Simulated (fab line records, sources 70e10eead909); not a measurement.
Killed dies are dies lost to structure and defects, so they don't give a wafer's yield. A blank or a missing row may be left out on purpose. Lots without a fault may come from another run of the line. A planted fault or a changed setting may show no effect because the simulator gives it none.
fab line records | flow nand_harc
record lots=5 wafers=15 last_day=32
route steps=1302 shown A_CONTACT@1083 A_BLC@1107 END@1302
lots that met no fault: from a run of the same line without faults
start_h: hours from the record's first day to the start of the lot's first wafer shown | wait_h: hours since the lot's step before | " the same as in the row above | L1.1+2: a row that stands for several wafers | - no value, or no start given | * or withheld: withheld | < > ~ a bound
route shown NAME@n: a module of which the file shows steps, and the number in the route of the first | usual: mean/standard deviation of fault-free wafers | same: alike in all rows | chamber/n: place in a boat | sites: the reading at each site | _std_site: their standard deviation | _edge_site: outer sites' mean less inner sites' | radius_mm: how far each site lies from the wafer's centre | mask NAME#n: copy n | behind: the tool/chamber that last shaped the wafer | hold: why the lot was held/for how many hours/how that ended | device: the transistor (n, p or np) that didn't switch | end of line: the same wafers' tests at the end of the route | a step without rows: its recipe alone | killed: dies lost to structure and defects at the first sort, not the wafer's yield | map: a wafer's dies, x killed, . not, _ none there
set.NAME: the setting as run; set.NAME@STEP: as run at that earlier step | model.NAME: the simulator's own value behind a step, which no gauge read
lots at some steps of the route; a table a step, a row a wafer
services: from which hour (start_h, from the record's first day; less than 0 if before it) a tool's chamber was out of use, for how many hours, and why
## steps
# step NHARC_A_CONTACT_ETCH_89
# recipe target_depth_a=2600 over_etch_frac=0.3 time_s=475.3 ion_energy_ev=200 n2_flow_sccm=150 h2_flow_sccm=150 ar_flow_sccm=0 rf_w=400 bias_w=150 chemistry=N2/H2
# step NHARC_A_CONTACT_ETCH_30
# recipe target_depth_a=726 time_s=36.3 cf4_flow_sccm=100 chf3_flow_sccm=30 ar_flow_sccm=0 rf_w=500 bias_w=200 chemistry=CF4/CHF3
# step NHARC_A_CONTACT_ETCH_31
# recipe target_depth_a=28000 over_etch_frac=0.3 time_s=728 ion_energy_ev=150 o2_flow_sccm=400 cos_flow_sccm=20 ar_flow_sccm=0 rf_w=500 bias_w=300 chemistry=O2/COS
# step NHARC_A_CONTACT_ETCH_134
# recipe source_w=withheld pressure_mtorr=20 bias_v=withheld time_s=140 target_depth_a=7000 ar_flow_sccm=withheld c4f8_flow_sccm=withheld o2_flow_sccm=withheld chemistry=C4F8/O2/Ar
# step NHARC_A_CONTACT_ETCH_135
# recipe source_w=withheld pressure_mtorr=20 bias_v=1200 time_s=311 target_depth_a=19120 ar_flow_sccm=withheld c4f8_flow_sccm=withheld o2_flow_sccm=withheld chemistry=C4F8/O2/Ar
# usual oes_air_line_au=0.998/0.02
# columns lot.wafer tool chamber start_h wait_h oes_air_line_au rf_hours_counter_h
L226.1 har_cap_etch-01 1 528.50 0.2 0.997 4
L226.2 " 0 " " 0.961 4
L226.3 " 1 " " 1.015 -
L230.2 har_cap_etch-02 0 546.45 0.2 1.024 96
L230.3 " 0 " " 1.025 -
L230.6 " 0 " " 1.023 -
L233.2 har_cap_etch-03 1 591.03 0.2 1.042 59
L233.3 " 0 " " 0.974 -
L233.4 " 1 " " 1.020 -
L244.1 har_cap_etch-01 1 700.88 0.2 1.010 38
L244.2 " 0 " " 1.001 38
L244.6 " 1 " " 1.020 -
L248.2 har_cap_etch-03 1 710.79 0.2 1.012 81
L248.4 " 0 " " 1.007 -
L248.5 " 0 " " 0.995 -
# step NHARC_A_CONTACT_ETCH_136
# recipe source_w=withheld pressure_mtorr=20 bias_v=1200 time_s=311 target_depth_a=19120 ar_flow_sccm=withheld c4f8_flow_sccm=withheld o2_flow_sccm=withheld chemistry=C4F8/O2/Ar
# step NHARC_A_CONTACT_ETCH_137
# recipe source_w=withheld pressure_mtorr=20 bias_v=1200 time_s=311 target_depth_a=19120 ar_flow_sccm=withheld c4f8_flow_sccm=withheld o2_flow_sccm=withheld chemistry=C4F8/O2/Ar
# step NHARC_A_CONTACT_ETCH_138
# recipe source_w=withheld pressure_mtorr=20 bias_v=1200 time_s=311 target_depth_a=19140 ar_flow_sccm=withheld c4f8_flow_sccm=withheld o2_flow_sccm=withheld chemistry=C4F8/O2/Ar
# usual oes_air_line_au=0.997/0.019
# columns lot.wafer tool chamber start_h wait_h oes_air_line_au rf_hours_counter_h
L226.1 har_cap_etch-01 1 529.32 0.2 0.988 4
L226.2 " 0 " " 1.021 4
L226.3 " 1 " " 0.988 -
L230.2 har_cap_etch-02 0 547.27 0.2 1.009 97
L230.3 " 0 " " 1.012 -
L230.6 " 0 " " 1.003 -
L233.2 har_cap_etch-03 1 591.85 0.2 0.965 60
L233.3 " 0 " " 0.977 -
L233.4 " 1 " " 1.000 -
L244.1 har_cap_etch-01 1 701.69 0.2 1.008 39
L244.2 " 0 " " 1.022 39
L244.6 " 1 " " 1.005 -
L248.2 har_cap_etch-03 1 711.59 0.2 1.021 82
L248.4 " 0 " " 0.999 -
L248.5 " 0 " " 0.984 -
# step NHARC_A_CONTACT_ETCH_139
# recipe source_w=withheld pressure_mtorr=20 bias_v=400 time_s=195 target_depth_a=8400 ar_flow_sccm=withheld c4f8_flow_sccm=11.5 o2_flow_sccm=7.2 chemistry=C4F8/O2/Ar
# step NHARC_A_CONTACT_ETCH_92
# recipe target_depth_a=400 over_etch_frac=0.5 time_s=85.7 ion_energy_ev=120 ch3f_flow_sccm=50 o2_flow_sccm=30 ar_flow_sccm=200 rf_w=500 bias_w=100 chemistry=CH3F/O2
# usual drypump_motor_current_A=5.5/0.52 oes_product_au=0.933/0.023 rf_vpp_V=244.7/1.3 showerhead_plenum_p_Torr=2.49/0.064 throttle_valve_pct=20.663/0.0095
# columns lot.wafer tool chamber start_h wait_h drypump_motor_current_A oes_product_au rf_hours_counter_h rf_vpp_V showerhead_plenum_p_Torr throttle_valve_pct
L226.3 rie_diel-02 2 530.15 0.4 5.7 0.942 45 246.0 2.46 20.673
L226.2 " 3 " " 5.1 0.922 37 241.3 2.36 20.665
L226.1 " 1 " " 6.1 0.908 42 245.9 2.59 20.663
L230.3 rie_diel-05 0 548.15 0.5 4.6 0.916 33 246.5 2.60 20.655
L230.2 " 2 " " 5.9 0.924 43 243.8 2.46 20.647
L230.6 " 0 " " 4.7 0.922 - 246.7 2.60 20.671
L233.3 rie_diel-13 3 592.63 0.4 5.2 0.932 11 245.3 2.51 20.674
L233.2 " 1 " " 6.1 0.931 11 244.8 2.51 20.654
L233.4 " 2 " " 6.0 0.944 12 245.2 2.55 20.673
L244.2 rie_diel-05 1 702.51 0.5 4.7 0.938 40 243.3 2.40 20.656
L244.1 " 3 " " 5.8 0.937 42 244.6 2.47 20.661
L244.6 " 1 " " 4.8 0.931 - 243.2 2.40 20.673
L248.4 rie_diel-05 3 712.40 0.4 5.8 0.941 45 244.5 2.46 20.654
L248.2 " 0 " " 4.7 0.927 41 246.2 2.58 20.665
L248.5 " 2 " " 5.9 0.932 - 243.7 2.44 20.672
# step NHARC_A_CONTACT_ETCH_98
# recipe target_depth_a=200 over_etch_frac=0.5 time_s=10 ion_energy_ev=250 c4f6_flow_sccm=25 o2_flow_sccm=20 ar_flow_sccm=500 rf_w=600 bias_w=500 chemistry=C4F6/O2
# step NHARC_A_CONTACT_CD_MEAS_15
# usual cd_nm=190.0/0.63
# columns lot.wafer tool chamber start_h wait_h cd_nm
L226.1 cd_sem-01 - 530.37 - 190.8
L226.2 " - " " 189.8
L226.3 " - " " 190.2
L230.2 cd_sem-03 - 548.67 - 189.3
L230.3 " - " " 189.3
L230.6 " - " " 189.4
L233.2 cd_sem-01 - 592.85 - 188.9
L233.3 " - " " 189.5
L233.4 " - " " 189.3
L244.1 cd_sem-01 - 702.82 - 191.0
L244.2 " - " " 189.5
L244.6 " - " " 190.3
L248.2 cd_sem-02 - 712.67 - 191.1
L248.4 " - " " 191.4
L248.5 " - " " 190.8
# step NHARC_A_CONTACT_STRIP_107
# recipe n2_flow_sccm=150 h2_flow_sccm=150 ar_flow_sccm=0 bias_w=0 chemistry=N2/H2
# columns lot.wafer tool chamber start_h wait_h
L226.3+1+2 rie_diel-02 1,2,3 530.46 0.1
L230.3+2+6 rie_diel-13 3,0,0 548.74 0.1
L233.4+3+2 rie_diel-13 3,0,2 592.92 0.1
L244.1+2+6 rie_diel-02 3,1,2 702.91 0.1
L248.4+2+5 rie_diel-13 3,1,3 712.75 0.1
# step NHARC_A_CONTACT_STRIP_108
# recipe cf4_flow_sccm=100 chf3_flow_sccm=30 ar_flow_sccm=0 bias_w=0 chemistry=CF4/CHF3
# step NHARC_A_CONTACT_STRIP_109
# recipe o2_flow_sccm=400 cos_flow_sccm=20 ar_flow_sccm=0 bias_w=0 chemistry=O2/COS
# step NHARC_A_CONTACT_ETCH_110
# recipe target_depth_a=600 overetch_a=60 time_s=33 ion_energy_ev=100 cf4_flow_sccm=80 o2_flow_sccm=20 ar_flow_sccm=0 rf_w=300 bias_w=100 chemistry=CF4/O2
# step NHARC_A_CONTACT_STRIP_26
# recipe o2_flow_sccm=500 ar_flow_sccm=0 bias_w=0 chemistry=O2
# step NHARC_A_CONTACT_STRIP_27
# recipe time_s=600 temp_c=30 chemistry=post_etch_residue_remover
# step NHARC_A_CONTACT_ALD_18
# recipe target_thk_a=30 pulse_time_s=1 ald_cycles=150 temp_c=450 material=TiN
# usual heater_power_outer_w=693/73 heater_power_w=1071/110 precursor_pulse_height_rel=1.000/0.019
# columns lot.wafer tool chamber start_h wait_h heater_power_outer_w heater_power_w precursor_pulse_height_rel
L226.1 ald_metal-02 0 531.34 - 750 1104 0.999
L226.3 " 1 " " 728 1148 0.993
L226.2 " 2 " " 672 1124 0.989
L230.2 ald_metal-04 2 549.63 - 692 1144 1.006
L230.3 " 3 " " 718 1094 1.015
L230.6 " 1 " " 667 1025 1.008
L233.3 ald_metal-04 1 593.82 - 665 1035 0.992
L233.2 " 2 " " 699 1140 1.000
L233.4 " 1 " " 680 1015 1.005
L244.1 ald_metal-01 0 703.83 - 580 952 0.976
L244.2 " 2 " " 541 908 1.030
L244.6 " 0 " " 580 950 0.985
L248.4 ald_metal-04 1 713.61 - 646 957 0.994
L248.2 " 2 " " 663 1141 1.004
L248.5 " 1 " " 644 957 1.025
# step NHARC_A_CONTACT_CVD_19
# recipe target_thk_a=3000 temp_c=300 pressure_torr=40 wf6_flow_sccm=40 h2_flow_sccm=1600 ar_flow_sccm=1560 time_s=802 material=W
# step NHARC_A_CONTACT_CMP_20
# recipe t_overpolish_s=30 target_thk_nm=300
# step NHARC_A_CONTACT_SRD_22
# step NHARC_A_BLC_DEHYDRATE_00
# recipe temp_c=150 time_s=120
# step NHARC_A_BLC_HMDS_01
# recipe time_s=30
# step NHARC_A_BLC_COAT_02
# recipe temp_c=260 time_s=75
# step NHARC_A_BLC_COAT_03
# recipe temp_c=225 time_s=65
# step NHARC_A_BLC_COAT_04
# recipe spin_rpm=1500 resist_thk_nm=90
# step NHARC_A_BLC_SOFTBAKE_05
# recipe temp_c=105 time_s=55
# step NHARC_A_BLC_EBR_06
# step NHARC_A_BLC_EXPOSE_07
# recipe na=1.35 target_cd_nm=100 dose_mj=67.97 mask_id=A_BLC
# step NHARC_A_BLC_PEB_08
# recipe peb_temp_c=100 peb_time_s=65
# step NHARC_A_BLC_DEVELOP_09
# recipe develop_time_s=35 dev_temp_c=23
# step NHARC_A_BLC_CD_MEAS_10
# recipe target_cd_nm=100 landing_energy_ev=500
# usual cd_nm=100.1/0.71
# columns lot.wafer tool chamber start_h wait_h cd_nm
L226.1 cd_sem-01 0 533.32 - 98.6
L226.2 " 0 " " 100.1
L226.3 " 0 " " 99.7
L230.2 cd_sem-02 0 552.37 - 100.9
L230.3 " 0 " " 99.2
L230.6 " 0 " " 100.0
L233.2 cd_sem-03 0 595.70 - 100.2
L233.3 " 0 " " 100.1
L233.4 " 0 " " 98.7
L244.1 cd_sem-03 0 705.85 - 100.2
L244.2 " 0 " " 99.5
L244.6 " 0 " " 99.7
L248.2 cd_sem-03 0 715.48 - 100.7
L248.4 " 0 " " 100.6
L248.5 " 0 " " 100.1
# step NHARC_A_BLC_OVL_MEAS_11
# usual overlay_x_nm=0.1/0.75 overlay_y_nm=0.2/1.1
# columns lot.wafer tool chamber start_h wait_h overlay_x_nm overlay_y_nm
L226.1 overlay-01 - 533.42 - 0.5 -0.2
L226.2 " - " " 0.2 -0.9
L226.3 " - " " 0.1 -1.7
L230.2 overlay-01 - 552.45 - -0.1 0.7
L230.3 " - " " 0.4 1.0
L230.6 " - " " 0.6 0.3
L233.2 overlay-02 - 595.78 - -0.1 -0.5
L233.3 " - " " 0.2 -0.8
L233.4 " - " " 0.5 -0.5
L244.1 overlay-02 - 705.93 - -0.4 0.0
L244.2 " - " " -0.3 -0.2
L244.6 " - " " 0.2 0.1
L248.2 overlay-01 - 715.56 - 1.5 -1.4
L248.4 " - " " 1.6 -1.5
L248.5 " - " " 1.5 -2.0
# step NHARC_A_BLC_DESCUM_15
# recipe time_s=3 o2_flow_sccm=200 ar_flow_sccm=0 bias_power_w=0 chemistry=O2
# step NHARC_A_BLC_ETCH_16
# recipe target_depth_a=390 over_etch_frac=0.3 time_s=65 ion_energy_ev=80 cf4_flow_sccm=150 ar_flow_sccm=0 rf_w=300 bias_w=100 chemistry=CF4
# step NHARC_A_BLC_ETCH_17
# recipe target_depth_a=3900 over_etch_frac=0.25 time_s=609.38 ion_energy_ev=200 n2_flow_sccm=150 h2_flow_sccm=150 ar_flow_sccm=0 rf_w=400 bias_w=150 chemistry=N2/H2
# step NHARC_A_BLC_ETCH_18
# recipe target_depth_a=9100 c4f8_flow_sccm=20 o2_flow_sccm=10 ar_flow_sccm=withheld rf_w=600 bias_w=1500 chemistry=C4F8/O2/Ar
# usual oes_product_au=0.943/0.02 rf_vpp_V=979/5.4
# columns lot.wafer tool chamber start_h wait_h oes_product_au rf_hours_counter_h rf_vpp_V
L226.2 rie_diel-08 1 - - 0.913 41 987
L226.1 " 2 " " 0.926 45 979
L226.3 " 0 " " 0.926 47 977
L230.2 rie_diel-12 3 - - 0.917 6 988
L230.3 " 1 " " 0.915 7 971
L230.6 " 0 " " 0.933 - 981
L233.3 rie_diel-01 3 - - 0.975 2 976
L233.4 " 1 " " 0.959 3 977
L233.2 " 2 " " 0.961 3 981
L244.2 rie_diel-01 3 - - 0.927 12 975
L244.1 " 1 " " 0.928 12 976
L244.6 " 3 " " 0.924 - 974
L248.2 rie_diel-01 0 - - 0.942 13 977
L248.4 " 3 " " 0.929 13 975
L248.5 " 1 " " 0.937 - 977
# step NHARC_A_BLC_CD_MEAS_19
# usual cd_nm=99.9/2.4
# columns lot.wafer tool chamber start_h wait_h cd_nm
L226.1 cd_sem-03 - 534.49 - 101.4
L226.2 " - " " 105.0
L226.3 " - " " 100.5
L230.2 cd_sem-03 - 553.55 - 105.0
L230.3 " - " " 100.2
L230.6 " - " " 99.4
L233.2 cd_sem-02 - 596.87 - 99.1
L233.3 " - " " 96.6
L233.4 " - " " 93.8
L244.1 cd_sem-03 - 707.00 - 96.2
L244.2 " - " " 101.0
L244.6 " - " " 99.3
L248.2 cd_sem-01 - 716.64 - 102.5
L248.4 " - " " 100.9
L248.5 " - " " 97.6
# step NHARC_END_SORT_01
# recipe temp_c=25
# usual killed_at_array=52/18 killed_at_other=0.6/1.1 killed_at_periphery=3.7/2.4 killed_dies=57/19 killed_open=3.1/1.7 killed_short=2.5/1.7
# same gross_dies=677
# columns lot.wafer tool chamber start_h wait_h killed_at_array killed_at_other killed_at_periphery killed_dies killed_open killed_short
L233.2 prober-01 0 637.75 2.8 167 0 6 173 3 2
L233.3 prober-01 0 638.57 3.1 121 0 2 123 6 2
L233.4 prober-01 0 639.39 3.5 111 1 3 115 3 3
# killed by level:class
L233.2 A_CONTACT:unspecified=93 A_CHANNEL_HOLE_D2:chamber_film_flake=36 A_SLIT:chamber_film_flake=24 A_CONTACT:chamber_film_flake=6 A_CHANNEL_FILL_D1:chamber_film_flake=3 P_CONTACT:chamber_film_flake=2 A_WL_FILL:chamber_film_flake=2 P_GATE:geometric_particle:open=1
L233.3 A_CONTACT:unspecified=61 A_SLIT:chamber_film_flake=30 A_CHANNEL_HOLE_D2:chamber_film_flake=12 A_CONTACT:chamber_film_flake=5 A_CHANNEL_HOLE_D1:chamber_film_flake=3 A_ONON_D2:geometric_particle:open=2 A_SOURCE_PLATE:geometric_particle:open=1 A_DECK1_JOINT:geometric_particle:open=1
L233.4 A_CONTACT:unspecified=47 A_CHANNEL_HOLE_D2:chamber_film_flake=33 A_SLIT:chamber_film_flake=24 A_CHANNEL_FILL_D1:geometric_particle:short=2 P_CONTACT:chamber_film_flake=2 P_CONTACT:geometric_particle:open=1 A_CHANNEL_FILL_D1:geometric_particle:open=1 A_SGD_CUT:geometric_particle:open=1
# map L233.2 (x killed, . not)
____________.____________
_________......x_________
_______..x..x..x.._______
______..xxx..xxxxxx______
_____.x.xxxx..xxxxx._____
____...xxxxx.xxxxxx..____
____...xx.xx..xxxxxx.____
___......xx.xx.xxx....___
___.....x.....xxx.x...___
__.....x.......xxxx.x..__
__..x...........x......__
_............x.........._
_..............x.x......_
_............xx..x......_
_......................._
_......................._
...x.....................
..x......................
.........................
........xx............x..
.........................
_.......x..............._
_.........x.x.....x....._
_.....x...............x._
_........xx.x..........._
_.....xxxxxx............_
__....xxxxxxxx.........__
__.x.xxxxxxxx..........__
___...xxxxxxxx........___
___..xxxxxxxxxx.......___
____xxxxxxxxxx.......____
____..xxxxxxxxx......____
_____.xxxxxxxxx....._____
______xxxxxxxxx....______
_______xxxxxxx...._______
_________x.xx..._________
____________x____________
# map L230.6 (x killed, . not)
____________x____________
_________x.x..xx_________
_______xxx...xx.xx_______
______...xx..xxxxxx______
_____.xxxxx..xxxxxx._____
____...xxxxx.xxxxxxx.____
____..xxx.x.x.xxxxxx.____
___.x...x.xx..x.xx....___
___...x...x....xx.x...___
__..........x.x.x......__
__.....................__
_......................._
_................x......_
_..............x........_
_..........x............_
_......................._
....x.........x..........
.........................
.........................
.................x.......
.........................
_......................._
_......................._
_.....x.x..............._
_..x...................._
_......................._
__...xx................__
__x.x.....x...........x__
___....x..............___
___...................___
____......x..........____
____.................____
_____..............._____
______.............______
_______.......x..._______
_________......._________
____________.____________
## services
# columns tool chamber start_h hours kind
rie_diel-13 - 519.17 9.0 pm
ald_metal-01 - 526.00 10.0 pm
rie_diel-01 1 536.56 4.7 repair
har_cap_etch-01 - 549.85 1.2 repair
rie_diel-02 - 553.86 0.2 repair
rie_diel-01 - 557.80 9.0 pm
rie_diel-02 - 572.37 9.0 pm
ald_metal-04 0 576.18 29.7 repair
ald_metal-04 - 577.94 1.7 repair
rie_diel-13 0 580.67 9.0 repair
rie_diel-05 - 586.36 9.0 pm
rie_diel-13 2 598.16 1.7 repair
rie_diel-13 0 607.98 22.1 repair
rie_diel-02 2 615.15 3.0 repair
rie_diel-01 - 623.71 4.8 repair
rie_diel-13 3 631.30 3.7 repair
ald_metal-04 1 643.60 27.2 repair
rie_diel-05 0 646.93 4.1 repair
rie_diel-01 0 650.16 5.0 repair
rie_diel-13 0 651.41 12.4 repair
ald_metal-04 - 652.00 10.0 pm
rie_diel-05 2 676.54 28.7 repair
rie_diel-13 - 696.53 9.0 pm
ald_metal-04 - 709.11 0.8 repair
## key
first_sign step=NHARC_END_SORT_01 reading=killed_at_array direction=up sigmas=4.4 usual=52 struck=133
effect step=NHARC_END_SORT_01 reading=killed_dies direction=up sigmas=4.2 usual=57 struck=137
more_kills_born_at NHARC_A_CONTACT_STRIP_107@rie_diel-13=201
met_at NHARC_A_CONTACT_STRIP_107
struck_wafers L233.2,L233.3,L233.4
tester_left_out L233
onset_between 548.74 592.92
also_fits NHARC_A_CONTACT_ETCH_92:rie_diel-13
fault kind=chamber_particle_source tool=rie_diel-13 chamber=- onset_h=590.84 steps=NHARC_A_CONTACT_STRIP_107 rate_per_visit_cm2=1.476 end_h=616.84
# tester_left_out: of these lots the tester's yield and bins aren't shown, on N5 and GAA mostly nor the transistor test; their killed dies are dies lost to structure and defects alone, not to doping, threshold or leakage, so they don't give the yield
